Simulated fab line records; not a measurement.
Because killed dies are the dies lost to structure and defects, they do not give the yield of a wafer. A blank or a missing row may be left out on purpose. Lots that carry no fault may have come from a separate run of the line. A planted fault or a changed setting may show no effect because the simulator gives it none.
Chamber matching | flow nand_harc | 3 sister chambers for NHARC_THIN_TSV_ETCHBACK_48 on rie_diel-10
The step etches the open film in C4F8/Ar, target depth 1028.5 nm, time 405.17 s. 3 wafers are shown with their chamber, then 3 later ones without.

== WAFERS, EACH WITH ITS CHAMBER ==
wafer  | chamber | rf_vpp_V (V)
L224.4 | 2       | 552
L223.1 | 0       | 552
L223.2 | 1       | 541

== WAFERS WHOSE CHAMBER IS MISSING ==
wafer  | rf_vpp_V (V)
L240.2 | 552
L240.3 | 541
L238.2 | 551

== WHICH CHAMBER EACH ONE RAN IN ==
wafer  | from the rows above     | in truth
L240.2 | can't be placed: 0 or 2 | 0
L240.3 | 1                       | 1
L238.2 | can't be placed: 0 or 2 | 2
Placed correctly: 1 of 3. Not placeable from these rows: 2 (in 2, the candidates include the true chamber). Wrongly placed: 0.
How it was worked out, from the rows above alone: a wafer's distance from a chamber is the root of the sum, over the readings, of the square of ((its reading less the chamber's mean) divided by the reading's scatter). The wafer belongs to the nearest chamber; if the next one is less than 2 further off, it can't be placed. The mean given for a chamber averages the wafers shown for that chamber. The scatter: with one shown wafer a chamber, the root of the mean of the squares of how far each hidden wafer lies from its nearest shown one.
